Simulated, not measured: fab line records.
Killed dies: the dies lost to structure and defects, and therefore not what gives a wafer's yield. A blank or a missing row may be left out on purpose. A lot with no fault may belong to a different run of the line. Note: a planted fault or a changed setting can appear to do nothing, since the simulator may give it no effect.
fab line records	flow n5_finfet
[record] lots = 24	wafers = 72	last_day = 19
route steps=1938 shown GATE_CUT@468 MOL_CONTACT_COAG@539
lots with no fault: from the same line, run without faults
start_h: hours from the record's first day to the start of the lot's first wafer shown	wait_h: hours since the lot's step before	" same as the row above	L1.1+2: a single row standing in for several wafers	- no value, or no start was given	* or withheld: withheld	< > ~ a bound
route shown NAME@n: names a module that has steps shown in the file, with the first one's number in the route	usual: mean/standard deviation of fault-free wafers	same: alike in all rows	chamber/n: place in a boat	sites: per-site readings	_std_site: standard deviation across them	_edge_site: the outer-site mean with the inner-site mean subtracted	radius_mm: how far each site lies from the wafer's centre	mask NAME#n: copy n	behind: the tool/chamber that last shaped the wafer	hold: the reason the lot was held/the length of the hold in hours/how it ended	device: which transistor (n, p or np) failed to switch	end of line: the route-end tests of the same wafers	where a step has no rows: the recipe by itself	killed: dies that structure and defects cost at the first sort, which is not the same as the wafer's yield	map: the dies of a wafer, with x for killed, . for not killed, _ for no die there
set.NAME: setting as actually run; set.NAME@STEP: the setting as run at that earlier step	model.NAME: the simulator's own value behind a step, which no gauge read
the route's steps for a sample of lots (tables are steps, rows are wafers)
services: when a tool's chamber went out of use (start_h, in hours from the record's first day, below 0 if earlier), for how many hours, and the reason
[[steps]]
[step N5_GATE_CUT_VAPOR_ETCH_60]
[recipe] chemistry = BCl3/Cl2	target = HfO2	mode = isotropic
[usual] drypump_motor_current_A = 5.2/0.36	oes_product_au = 0.74/0.14
lot.wafer	tool	chamber	start_h	wait_h	drypump_motor_current_A	oes_product_au
L074.1	rie_metal-01	0	82.90	0.0	4.8	0.61
L074.3	"	0	"	"	4.8	0.61
L074.6	"	0	"	"	4.8	0.61
L075.2	rie_metal-03	0	94.03	0.0	5.0	0.96
L075.4	"	0	"	"	5.0	0.95
L075.6	"	1	"	"	5.4	0.83
L076.1	rie_metal-01	1	94.06	0.0	5.6	0.62
L076.4	"	0	"	"	4.8	0.60
L076.5	"	0	"	"	4.8	0.59
L077.1	rie_metal-03	1	98.76	0.0	5.3	0.83
L077.4	"	0	"	"	5.0	0.95
L077.5	"	0	"	"	5.0	0.95
L078.1	rie_metal-03	0	106.42	0.0	5.0	0.95
L078.3	"	0	"	"	5.0	0.95
L078.4	"	1	"	"	5.4	0.84
L079.1	rie_metal-01	1	115.39	0.0	5.6	0.61
L079.4	"	0	"	"	4.8	0.58
L079.6	"	0	"	"	4.8	0.58
L080.1	rie_metal-02	0	119.94	0.0	5.9	0.82
L080.4	"	1	"	"	5.1	0.94
L080.6	"	0	"	"	5.9	0.82
L081.1	rie_metal-03	0	126.42	0.0	5.0	0.94
L081.3	"	0	"	"	5.0	0.93
L081.4	"	1	"	"	5.4	0.84
L082.3	rie_metal-02	0	136.52	0.0	5.9	0.82
L082.4	"	1	"	"	5.1	0.93
L082.6	"	1	"	"	5.1	0.93
L083.2	rie_metal-03	1	138.20	0.0	5.4	0.82
L083.4	"	1	"	"	5.4	0.83
L083.6	"	1	"	"	5.4	0.83
L084.1	rie_metal-01	0	145.31	0.0	4.8	0.59
L084.4	"	0	"	"	4.8	0.59
L084.6	"	0	"	"	4.8	0.59
L085.2	rie_metal-01	0	154.35	0.0	4.8	0.59
L085.3	"	0	"	"	4.8	0.59
L085.4	"	1	"	"	5.6	0.61
L086.1	rie_metal-02	0	156.17	0.0	5.9	0.81
L086.5	"	1	"	"	5.1	0.91
L086.6	"	0	"	"	5.9	0.81
L087.1	rie_metal-01	0	161.04	0.0	4.8	0.59
L087.2	"	1	"	"	5.6	0.60
L087.5	"	1	"	"	5.6	0.61
L088.1	rie_metal-01	1	168.46	0.0	5.6	0.61
L088.3	"	0	"	"	4.8	0.59
L088.6	"	1	"	"	5.6	0.61
L089.2	rie_metal-01	1	173.34	0.0	5.6	0.60
L089.3	"	0	"	"	4.8	0.59
L089.6	"	0	"	"	4.8	0.59
L090.3	rie_metal-01	0	178.37	0.0	4.8	0.59
L090.4	"	1	"	"	5.6	0.61
L090.5	"	0	"	"	4.8	0.59
L091.1	rie_metal-03	1	182.33	0.0	5.3	0.81
L091.2	"	0	"	"	5.0	0.90
L091.6	"	0	"	"	5.0	0.90
L092.1	rie_metal-03	1	190.85	0.0	5.3	0.80
L092.2	"	0	"	"	5.0	0.90
L092.6	"	0	"	"	5.0	0.89
L093.1	rie_metal-01	0	197.95	0.0	4.8	0.59
L093.4	"	0	"	"	4.8	0.60
L093.6	"	0	"	"	4.8	0.59
L094.1	rie_metal-01	1	204.46	0.0	5.6	0.60
L094.2	"	0	"	"	4.8	0.59
L094.5	"	0	"	"	4.8	0.58
L095.2	rie_metal-03	1	207.60	0.0	5.4	0.81
L095.5	"	1	"	"	5.4	0.81
L095.6	"	0	"	"	5.1	0.90
L096.2	rie_metal-02	1	219.73	0.0	5.1	0.90
L096.4	"	0	"	"	5.9	0.80
L096.5	"	1	"	"	5.1	0.89
L097.2	rie_metal-01	0	221.19	0.1	4.8	0.58
L097.3	"	0	"	"	4.8	0.58
L097.6	"	0	"	"	4.8	0.58
[step N5_GATE_CUT_CUT_ETCH_55]
[recipe] chemistry = BCl3	target = HfO2	mask_material = SiO2	target_depth_a = 32	ion_energy_ev = 30	pressure_mtorr = 5	icp_w = 450	bias_w = 18	bcl3_flow_sccm = 80
[usual] drypump_motor_current_A = 5.3/0.39	oes_product_au = 0.76/0.13	throttle_valve_pct = 33.2/0.47
lot.wafer	tool	chamber	start_h	wait_h	drypump_motor_current_A	oes_product_au	rf_hours_counter_h	throttle_valve_pct
L074.1	rie_metal-01	0	87.11	0.0	4.8	0.60	116	33.6
L074.3	"	0	"	"	4.8	0.60	-	33.6
L074.6	"	0	"	"	4.8	0.60	-	33.6
L075.2	rie_metal-01	1	99.11	0.0	5.6	0.62	117	33.8
L075.4	"	1	"	"	5.6	0.62	-	33.8
L075.6	"	0	"	"	4.8	0.59	-	33.6
L076.1	rie_metal-03	1	100.83	0.0	5.4	0.84	21	33.2
L076.4	"	1	"	"	5.4	0.85	-	33.2
L076.5	"	1	"	"	5.4	0.84	-	33.2
L077.1	rie_metal-02	0	103.47	0.1	5.9	0.81	25	32.4
L077.4	"	0	"	"	5.9	0.82	-	32.4
L077.5	"	0	"	"	5.9	0.82	-	32.4
L078.1	rie_metal-03	1	110.75	0.0	5.4	0.84	22	33.2
L078.3	"	0	"	"	5.0	0.95	-	33.0
L078.4	"	1	"	"	5.4	0.84	-	33.2
L079.1	rie_metal-03	0	119.70	0.0	5.0	0.94	4	33.0
L079.4	"	0	"	"	5.0	0.94	-	32.9
L079.6	"	1	"	"	5.4	0.83	-	33.2
L080.1	rie_metal-01	0	123.89	0.0	4.8	0.59	120	33.6
L080.4	"	0	"	"	4.8	0.60	-	33.6
L080.6	"	1	"	"	5.6	0.61	-	33.8
L081.1	rie_metal-02	0	130.50	0.0	5.9	0.82	27	32.4
L081.3	"	1	"	"	5.1	0.93	-	33.4
L081.4	"	0	"	"	5.9	0.82	-	32.4
L082.3	rie_metal-02	0	140.62	0.0	5.9	0.81	-	32.4
L082.4	"	1	"	"	5.1	0.92	-	33.4
L082.6	"	0	"	"	5.9	0.81	-	32.4
L083.2	rie_metal-03	0	142.75	0.0	5.0	0.92	6	33.0
L083.4	"	0	"	"	5.0	0.93	-	33.0
L083.6	"	0	"	"	5.0	0.92	-	33.0
L084.1	rie_metal-01	0	149.38	0.0	4.8	0.58	122	33.6
L084.4	"	0	"	"	4.7	0.59	-	33.6
L084.6	"	1	"	"	5.5	0.61	-	33.8
L085.2	rie_metal-03	1	158.30	0.0	5.4	0.82	26	33.2
L085.3	"	1	"	"	5.4	0.82	-	33.2
L085.4	"	0	"	"	5.0	0.92	-	33.0
L086.1	rie_metal-03	1	161.41	0.0	5.4	0.81	26	33.2
L086.5	"	0	"	"	5.0	0.90	-	33.0
L086.6	"	1	"	"	5.4	0.81	-	33.2
L087.1	rie_metal-03	0	165.58	0.0	5.0	0.91	8	33.0
L087.2	"	1	"	"	5.4	0.82	27	33.2
L087.5	"	1	"	"	5.4	0.82	-	33.2
L088.1	rie_metal-01	1	174.02	0.0	5.6	0.61	123	33.8
L088.3	"	0	"	"	4.8	0.59	-	33.6
L088.6	"	0	"	"	4.8	0.59	-	33.6
L089.2	rie_metal-01	1	177.61	0.0	5.6	0.62	124	33.8
L089.3	"	0	"	"	4.8	0.59	-	33.6
L089.6	"	0	"	"	4.8	0.59	-	33.6
L090.3	rie_metal-01	1	183.61	0.0	5.5	0.61	-	33.8
L090.4	"	0	"	"	4.8	0.58	-	33.6
L090.5	"	1	"	"	5.6	0.61	-	33.8
L091.1	rie_metal-02	0	186.40	0.0	5.9	0.81	31	32.4
L091.2	"	1	"	"	5.1	0.92	12	33.4
L091.6	"	1	"	"	5.1	0.92	-	33.4
L092.1	rie_metal-01	1	194.96	0.0	5.6	0.61	125	33.8
L092.2	"	0	"	"	4.8	0.59	125	33.6
L092.6	"	0	"	"	4.8	0.59	-	33.6
L093.1	rie_metal-02	0	202.52	0.0	6.0	0.79	32	32.4
L093.4	"	1	"	"	5.1	0.91	-	33.4
L093.6	"	1	"	"	5.1	0.90	-	33.4
L094.1	rie_metal-02	1	208.52	0.0	5.1	0.90	14	33.4
L094.2	"	0	"	"	5.9	0.80	33	32.4
L094.5	"	0	"	"	5.9	0.79	-	32.4
L095.2	rie_metal-03	0	211.93	0.0	5.0	0.89	12	33.0
L095.5	"	1	"	"	5.4	0.80	-	33.2
L095.6	"	0	"	"	5.0	0.87	-	33.0
L096.2	rie_metal-02	1	223.84	0.0	5.1	0.88	16	33.4
L096.4	"	0	"	"	5.9	0.79	-	32.4
L096.5	"	0	"	"	5.9	0.79	-	32.4
L097.2	rie_metal-01	0	226.31	0.1	4.8	0.57	-	33.6
L097.3	"	0	"	"	4.8	0.58	-	33.6
L097.6	"	0	"	"	4.8	0.58	-	33.6
[step N5_MOL_CONTACT_COAG_STRIP_98]
[recipe] chemistry = N2/H2	power_w = 500	temp_c = 40	pressure_mtorr = 50	rf_frequency_hz = 6e+07	overash_fraction = 0.3	bias_power_w = 8	h2_frac = 0.5	n2_flow_sccm = 300	h2_flow_sccm = 300
[usual] drypump_motor_current_A = 6.0/0.46	oes_product_au = 0.79/0.1	rf_vpp_V = 54.1/1.4	showerhead_plenum_p_Torr = 3.31/0.1	throttle_valve_pct = 19.0/0.47
lot.wafer	tool	chamber	start_h	wait_h	drypump_motor_current_A	oes_product_au	rf_hours_counter_h	rf_vpp_V	showerhead_plenum_p_Torr	throttle_valve_pct
L074.1	rie_diel-04	1	91.07	0.0	6.4	0.68	223	55.2	3.47	19.2
L074.3	"	0	"	"	6.0	0.79	103	55.0	3.39	19.5
L074.6	"	2	"	"	5.6	0.74	-	56.7	3.22	19.3
L075.2	rie_diel-04	1	103.61	0.0	6.4	0.68	228	53.0	3.46	19.1
L075.4	"	1	"	"	6.4	0.67	-	53.4	3.46	19.2
L075.6	"	3	"	"	5.2	0.72	-	53.0	3.19	18.6
L076.1	rie_diel-01	1	104.76	0.0	5.8	1.00	1	53.9	3.30	18.7
L076.4	"	3	"	"	6.0	0.99	-	55.2	3.27	18.1
L076.5	"	1	"	"	5.8	1.00	-	51.9	3.30	18.7
L077.1	rie_diel-04	3	107.34	0.0	5.2	0.72	208	56.2	3.18	18.6
L077.4	"	2	"	"	5.6	0.73	-	55.0	3.21	19.3
L077.5	"	3	"	"	5.1	0.72	-	53.4	3.18	18.6
L078.1	rie_diel-04	0	114.47	0.0	6.0	0.78	106	55.3	3.38	19.5
L078.3	"	1	"	"	6.4	0.69	232	53.8	3.46	19.2
L078.4	"	0	"	"	6.0	0.78	-	53.1	3.38	19.4
L079.1	rie_diel-04	1	123.40	0.0	6.4	0.68	236	51.5	3.46	19.2
L079.4	"	1	"	"	6.4	0.67	-	53.1	3.46	19.2
L079.6	"	3	"	"	5.2	0.72	-	54.4	3.18	18.6
L080.1	rie_diel-01	2	127.61	0.0	6.6	0.76	139	55.7	3.23	19.7
L080.4	"	3	"	"	6.0	0.99	15	53.3	3.27	18.1
L080.6	"	1	"	"	5.8	0.96	-	53.4	3.30	18.7
L081.1	rie_diel-01	3	134.26	0.0	6.0	0.97	18	53.4	3.27	18.1
L081.3	"	0	"	"	6.5	0.71	175	54.4	3.46	19.1
L081.4	"	1	"	"	5.8	0.93	12	55.9	3.30	18.7
L082.3	rie_diel-03	3	144.35	0.0	6.5	0.72	194	52.8	3.48	19.3
L082.4	"	2	"	"	5.3	0.78	108	54.5	3.25	18.7
L082.6	"	2	"	"	5.3	0.77	-	53.7	3.25	18.7
L083.2	rie_diel-01	0	146.82	0.0	6.4	0.73	179	51.8	3.46	19.1
L083.4	"	1	"	"	5.8	0.94	15	53.9	3.30	18.7
L083.6	"	1	"	"	5.7	0.94	-	53.3	3.30	18.7
L084.1	rie_diel-03	0	153.32	0.0	5.7	0.69	215	57.8	3.22	19.1
L084.4	"	3	"	"	6.5	0.71	197	56.2	3.48	19.2
L084.6	"	0	"	"	5.6	0.69	-	53.0	3.22	19.1
L085.2	rie_diel-01	3	162.10	0.0	5.9	0.95	27	55.1	3.26	18.1
L085.3	"	0	"	"	6.5	0.71	184	57.3	3.46	19.1
L085.4	"	2	"	"	6.6	0.77	150	50.5	3.23	19.7
L086.1	rie_diel-03	1	166.16	0.0	5.3	0.70	245	52.8	3.45	19.0
L086.5	"	0	"	"	5.7	0.69	-	55.3	3.22	19.1
L086.6	"	3	"	"	6.6	0.70	-	56.0	3.48	19.2
L087.1	rie_diel-04	0	169.55	0.0	6.0	0.76	127	54.0	3.37	19.5
L087.2	"	2	"	"	5.6	0.73	179	52.4	3.21	19.3
L087.5	"	2	"	"	5.6	0.72	-	54.7	3.21	19.3
L088.1	rie_diel-01	2	178.14	0.0	6.6	0.76	153	51.1	3.22	19.8
L088.3	"	0	"	"	6.4	0.71	188	55.0	3.46	19.1
L088.6	"	1	"	"	5.8	0.92	-	53.6	3.29	18.7
L089.2	rie_diel-01	0	181.33	0.0	6.4	0.71	189	53.5	3.46	19.1
L089.3	"	1	"	"	5.8	0.90	24	55.2	3.29	18.7
L089.6	"	3	"	"	6.0	0.92	-	51.1	3.26	18.1
L090.3	rie_diel-04	1	187.34	0.0	6.4	0.96	2	56.1	3.45	18.7
L090.4	"	2	"	"	5.6	0.71	186	52.8	3.20	19.3
L090.5	"	1	"	"	6.4	0.95	-	54.9	3.45	18.8
L091.1	rie_diel-03	2	190.67	0.0	5.3	0.78	124	52.5	3.24	18.7
L091.2	"	0	"	"	5.7	0.69	227	54.6	3.21	19.1
L091.6	"	2	"	"	5.3	0.77	-	53.1	3.24	18.7
L092.1	rie_diel-01	3	199.00	0.0	5.9	0.93	39	51.7	3.26	18.1
L092.2	"	1	"	"	5.8	0.90	33	52.5	3.29	18.7
L092.6	"	1	"	"	5.7	0.90	-	53.1	3.29	18.7
L093.1	rie_diel-03	1	206.16	0.0	5.2	1.00	1	54.1	3.45	18.5
L093.4	"	0	"	"	5.6	0.68	236	55.0	3.21	19.1
L093.6	"	1	"	"	5.2	0.98	-	55.5	3.45	18.6
L094.1	rie_diel-01	0	213.02	0.0	6.4	0.70	203	52.9	3.45	19.1
L094.2	"	2	"	"	6.6	0.77	159	55.2	3.22	19.8
L094.5	"	1	"	"	5.8	0.89	-	53.7	3.28	18.7
L095.2	rie_diel-01	2	216.38	0.0	6.6	0.75	161	52.7	3.22	19.7
L095.5	"	2	"	"	6.6	0.76	-	53.6	3.22	19.8
L095.6	"	3	"	"	5.9	0.92	-	52.9	3.25	18.1
L096.2	rie_diel-04	1	227.90	0.0	6.4	0.90	20	55.6	3.44	18.8
L096.4	"	0	"	"	6.0	0.73	-	52.9	3.36	19.5
L096.5	"	2	"	"	5.6	0.70	-	55.5	3.20	19.3
L097.2	rie_diel-04	1	230.18	0.0	6.4	0.92	22	55.7	3.44	18.8
L097.3	"	0	"	"	6.0	0.73	153	55.3	3.36	19.6
L097.6	"	2	"	"	5.6	0.70	-	54.8	3.19	19.3
[step N5_MOL_CONTACT_COAG_PRE_CLEAN_141]
[recipe] gas = H2/He	time_s = 60	temp_c = 300
[usual] heater_power_w = 436/51
lot.wafer	tool	chamber	start_h	wait_h	heater_power_w
L074.1	pvd_sputter-03	-	92.69	0.2	475
L074.3	"	-	"	"	400
L074.6	"	-	"	"	394
L075.2	pvd_sputter-02	-	107.53	1.0	541
L075.4	"	-	"	"	450
L075.6	"	-	"	"	386
L076.1	pvd_sputter-01	-	109.92	3.2	436
L076.4	"	-	"	"	409
L076.5	"	-	"	"	415
L077.1	pvd_sputter-03	-	110.80	0.4	366
L077.4	"	-	"	"	394
L077.5	"	-	"	"	369
L078.1	pvd_sputter-03	-	117.17	0.4	402
L078.3	"	-	"	"	371
L078.4	"	-	"	"	390
L079.1	pvd_sputter-01	-	125.80	0.3	487
L079.4	"	-	"	"	412
L079.6	"	-	"	"	447
L080.1	pvd_sputter-01	-	129.99	0.5	440
L080.4	"	-	"	"	495
L080.6	"	-	"	"	447
L081.1	pvd_sputter-01	-	138.25	1.4	409
L081.3	"	-	"	"	494
L081.4	"	-	"	"	486
L082.3	pvd_sputter-01	-	147.12	1.4	494
L082.4	"	-	"	"	406
L082.6	"	-	"	"	497
L083.2	pvd_sputter-03	-	148.29	0.3	402
L083.4	"	-	"	"	397
L083.6	"	-	"	"	378
L084.1	pvd_sputter-01	-	156.72	2.0	492
L084.4	"	-	"	"	496
L084.6	"	-	"	"	498
L085.2	pvd_sputter-01	-	166.34	2.8	435
L085.3	"	-	"	"	509
L085.4	"	-	"	"	493
L086.1	pvd_sputter-01	-	171.59	3.3	487
L086.5	"	-	"	"	431
L086.6	"	-	"	"	488
L087.1	pvd_sputter-03	-	172.68	0.3	390
L087.2	"	-	"	"	360
L087.5	"	-	"	"	358
L088.1	pvd_sputter-02	-	179.59	0.2	457
L088.3	"	-	"	"	539
L088.6	"	-	"	"	394
L089.2	pvd_sputter-01	-	184.26	1.4	441
L089.3	"	-	"	"	501
L089.6	"	-	"	"	486
L090.3	pvd_sputter-03	-	191.00	2.5	372
L090.4	"	-	"	"	378
L090.5	"	-	"	"	402
L091.1	pvd_sputter-02	-	192.58	0.7	446
L091.2	"	-	"	"	394
L091.6	"	-	"	"	396
L092.1	pvd_sputter-02	-	201.40	1.3	398
L092.2	"	-	"	"	387
L092.6	"	-	"	"	458
L093.1	pvd_sputter-02	-	209.90	1.0	459
L093.4	"	-	"	"	550
L093.6	"	-	"	"	397
L094.1	pvd_sputter-03	-	215.63	1.0	371
L094.2	"	-	"	"	402
L094.5	"	-	"	"	391
L095.2	pvd_sputter-03	-	219.85	2.1	372
L095.5	"	-	"	"	398
L095.6	"	-	"	"	378
L096.2	pvd_sputter-01	-	231.25	2.1	492
L096.4	"	-	"	"	477
L096.5	"	-	"	"	496
L097.2	pvd_sputter-03	-	232.24	0.7	396
L097.3	"	-	"	"	481
L097.6	"	-	"	"	374
[step N5_MOL_CONTACT_COAG_PRE_CLEAN_142]
[recipe] gas = H2/He	time_s = 60	temp_c = 300
[usual] heater_power_w = 447/52
lot.wafer	tool	chamber	start_h	wait_h	heater_power_w
L074.1	pvd_sputter-02	-	95.25	1.3	400
L074.3	"	-	"	"	450
L074.6	"	-	"	"	395
L075.2	pvd_sputter-03	-	110.56	1.9	395
L075.4	"	-	"	"	390
L075.6	"	-	"	"	488
L076.1	pvd_sputter-02	-	112.78	1.7	535
L076.4	"	-	"	"	444
L076.5	"	-	"	"	400
L077.1	pvd_sputter-02	-	113.48	1.5	533
L077.4	"	-	"	"	399
L077.5	"	-	"	"	542
L078.1	pvd_sputter-01	-	119.21	1.1	483
L078.3	"	-	"	"	404
L078.4	"	-	"	"	480
L079.1	pvd_sputter-01	-	128.91	2.1	406
L079.4	"	-	"	"	502
L079.6	"	-	"	"	503
L080.1	pvd_sputter-01	-	133.11	2.1	490
L080.4	"	-	"	"	489
L080.6	"	-	"	"	413
L081.1	pvd_sputter-02	-	140.31	0.9	550
L081.3	"	-	"	"	389
L081.4	"	-	"	"	453
L082.3	pvd_sputter-01	-	151.10	2.0	443
L082.4	"	-	"	"	492
L082.6	"	-	"	"	497
L083.2	pvd_sputter-01	-	151.26	0.8	457
L083.4	"	-	"	"	496
L083.6	"	-	"	"	490
L084.1	pvd_sputter-01	-	158.82	1.0	483
L084.4	"	-	"	"	490
L084.6	"	-	"	"	489
L085.2	pvd_sputter-02	-	171.58	3.9	542
L085.3	"	-	"	"	402
L085.4	"	-	"	"	453
L086.1	pvd_sputter-02	-	174.02	1.3	453
L086.5	"	-	"	"	389
L086.6	"	-	"	"	534
L087.1	pvd_sputter-01	-	177.30	3.5	447
L087.2	"	-	"	"	427
L087.5	"	-	"	"	501
L088.1	pvd_sputter-02	-	182.37	1.6	392
L088.3	"	-	"	"	459
L088.6	"	-	"	"	385
L089.2	pvd_sputter-01	-	187.84	2.4	508
L089.3	"	-	"	"	415
L089.6	"	-	"	"	507
L090.3	pvd_sputter-03	-	194.72	2.0	403
L090.4	"	-	"	"	490
L090.5	"	-	"	"	377
L091.1	pvd_sputter-03	-	195.52	1.9	476
L091.2	"	-	"	"	404
L091.6	"	-	"	"	481
L092.1	pvd_sputter-02	-	205.32	2.7	550
L092.2	"	-	"	"	397
L092.6	"	-	"	"	451
L093.1	pvd_sputter-02	-	212.12	1.3	534
L093.4	"	-	"	"	396
L093.6	"	-	"	"	387
L094.1	pvd_sputter-02	-	217.93	1.4	401
L094.2	"	-	"	"	452
L094.5	"	-	"	"	392
L095.2	pvd_sputter-01	-	223.18	2.2	456
L095.5	"	-	"	"	411
L095.6	"	-	"	"	494
L096.2	pvd_sputter-01	-	233.59	1.2	429
L096.4	"	-	"	"	419
L096.5	"	-	"	"	409
L097.2	pvd_sputter-02	-	234.87	1.5	532
L097.3	"	-	"	"	457
L097.6	"	-	"	"	442
[step N5_MOL_CONTACT_COAG_SPUTTER_130]
[recipe] material = Co	target_thk_a = 475	temp_c = 25	chamber_pressure_pa = 0.5	power_w = 3000
[usual] throttle_valve_pct = 30.0/1.2
lot.wafer	tool	chamber	start_h	wait_h	throttle_valve_pct
L074.1	pvd_sputter-02	-	95.31	0.0	30.4
L074.3	"	-	"	"	29.9
L074.6	"	-	"	"	30.5
L075.2	pvd_sputter-03	-	110.62	0.0	30.9
L075.4	"	-	"	"	30.6
L075.6	"	-	"	"	28.5
L076.1	pvd_sputter-02	-	112.84	0.0	30.0
L076.4	"	-	"	"	29.5
L076.5	"	-	"	"	30.6
L077.1	pvd_sputter-02	-	113.54	0.0	29.7
L077.4	"	-	"	"	30.3
L077.5	"	-	"	"	29.6
L078.1	pvd_sputter-01	-	119.27	0.0	27.4
L078.3	"	-	"	"	31.4
L078.4	"	-	"	"	29.7
L079.1	pvd_sputter-01	-	128.97	0.0	30.8
L079.4	"	-	"	"	29.7
L079.6	"	-	"	"	27.5
L080.1	pvd_sputter-01	-	133.17	0.0	27.5
L080.4	"	-	"	"	29.7
L080.6	"	-	"	"	30.9
L081.1	pvd_sputter-02	-	140.37	0.0	30.0
L081.3	"	-	"	"	31.9
L081.4	"	-	"	"	30.0
L082.3	pvd_sputter-01	-	151.16	0.0	29.9
L082.4	"	-	"	"	29.6
L082.6	"	-	"	"	29.6
L083.2	pvd_sputter-01	-	151.32	0.0	29.8
L083.4	"	-	"	"	27.8
L083.6	"	-	"	"	28.0
L084.1	pvd_sputter-01	-	158.88	0.0	27.9
L084.4	"	-	"	"	29.6
L084.6	"	-	"	"	27.8
L085.2	pvd_sputter-02	-	171.64	0.0	30.0
L085.3	"	-	"	"	30.1
L085.4	"	-	"	"	29.6
L086.1	pvd_sputter-02	-	174.08	0.0	29.7
L086.5	"	-	"	"	31.8
L086.6	"	-	"	"	30.0
L087.1	pvd_sputter-01	-	177.36	0.0	30.1
L087.2	"	-	"	"	31.1
L087.5	"	-	"	"	27.3
L088.1	pvd_sputter-02	-	182.43	0.0	30.3
L088.3	"	-	"	"	29.6
L088.6	"	-	"	"	30.2
L089.2	pvd_sputter-01	-	187.90	0.0	29.5
L089.3	"	-	"	"	31.0
L089.6	"	-	"	"	29.8
L090.3	pvd_sputter-03	-	194.78	0.0	30.5
L090.4	"	-	"	"	28.6
L090.5	"	-	"	"	30.2
L091.1	pvd_sputter-03	-	195.58	0.0	28.5
L091.2	"	-	"	"	30.8
L091.6	"	-	"	"	28.4
L092.1	pvd_sputter-02	-	205.38	0.0	30.0
L092.2	"	-	"	"	32.0
L092.6	"	-	"	"	29.7
L093.1	pvd_sputter-02	-	212.18	0.0	30.1
L093.4	"	-	"	"	30.3
L093.6	"	-	"	"	31.6
L094.1	pvd_sputter-02	-	217.99	0.0	30.3
L094.2	"	-	"	"	29.6
L094.5	"	-	"	"	31.8
L095.2	pvd_sputter-01	-	223.24	0.0	30.0
L095.5	"	-	"	"	31.0
L095.6	"	-	"	"	27.6
L096.2	pvd_sputter-01	-	233.65	0.0	30.2
L096.4	"	-	"	"	30.9
L096.5	"	-	"	"	31.3
L097.2	pvd_sputter-02	-	234.93	0.0	30.0
L097.3	"	-	"	"	29.7
L097.6	"	-	"	"	29.7
[[services]]
tool	chamber	start_h	hours	kind
rie_diel-01	3	67.27	-	clean
rie_diel-01	3	67.27	-	consumable_replace:focus_ring
rie_diel-01	3	67.27	21.9	scheduled_down
rie_diel-01	3	67.27	21.9	vent_cycle
rie_diel-03	3	86.91	5.4	repair
pvd_sputter-03	-	89.04	0.6	repair
rie_diel-01	1	89.16	-	clean
rie_diel-01	1	89.16	-	consumable_replace:focus_ring
rie_diel-01	1	89.16	14.5	scheduled_down
rie_diel-01	1	89.16	14.5	vent_cycle
rie_diel-01	0	100.51	13.7	repair
rie_metal-02	1	102.76	13.0	repair
rie_diel-04	2	110.41	45.9	repair
rie_diel-04	-	115.75	0.4	repair
rie_metal-01	-	122.63	0.3	repair
rie_diel-04	0	159.67	9.2	repair
rie_diel-04	3	166.89	6.3	repair
rie_diel-01	2	196.01	16.2	repair
rie_metal-02	-	204.92	0.7	repair
rie_metal-01	1	217.15	-	clean
rie_metal-01	1	217.15	18.8	scheduled_down
rie_metal-01	1	217.15	18.8	vent_cycle
rie_metal-02	-	224.20	0.5	repair
pvd_sputter-02	-	228.43	5.9	repair
[[key]]
fault none
